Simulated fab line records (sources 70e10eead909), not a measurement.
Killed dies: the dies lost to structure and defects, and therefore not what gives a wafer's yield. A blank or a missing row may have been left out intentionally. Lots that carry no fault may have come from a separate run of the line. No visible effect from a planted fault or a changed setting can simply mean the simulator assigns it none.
Matching of chambers	flow nandHarc	pecvd-01 running NHARC_A_CONTACT_DEP_29: 3 sister chambers
The step deposits SiON, target thk 100 nm. 6 wafers are shown with their chamber, then 9 later ones without.

## WAFERS PAIRED WITH THEIR CHAMBERS
wafer	chamber	heaterPowerW (W)
L088.1	2	712
L088.2	1	627
L088.3	0	799
L092.1	2	726
L092.2	0	673
L092.5	1	700

## WAFERS WITH NO CHAMBER GIVEN
wafer	heaterPowerW (W)
L096.1	738
L096.4	821
L096.5	760
L097.1	676
L097.2	694
L097.3	701
L097.4	697
L097.5	685
L097.6	709

## WHICH CHAMBER EACH ONE RAN IN
wafer	from the rows above	in truth
L096.1	can't be placed: 0 or 2 or 1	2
L096.4	can't be placed: 0 or 2 or 1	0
L096.5	can't be placed: 0 or 2 or 1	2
L097.1	can't be placed: 1 or 2 or 0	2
L097.2	can't be placed: 2 or 1 or 0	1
L097.3	can't be placed: 2 or 0 or 1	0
L097.4	can't be placed: 2 or 1 or 0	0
L097.5	can't be placed: 1 or 2 or 0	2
L097.6	can't be placed: 2 or 0 or 1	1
Correctly placed: 0 of 9. Unplaceable from these rows: 9, with the true chamber sitting among the candidates in 9. Number placed wrongly: 0.
How it was worked out, from the rows above alone: a wafer's distance from a chamber is the root of the sum, over the readings, of the square of ((its reading less the chamber's mean) divided by the reading's scatter). The wafer belongs to the nearest chamber; if the next one is less than 2 further off, it can't be placed. A chamber's mean is the mean of its shown wafers. The scatter is the square root of a quotient: the sum, over the shown wafers, of each reading's squared deviation from its chamber's mean, divided by wafers minus chambers.
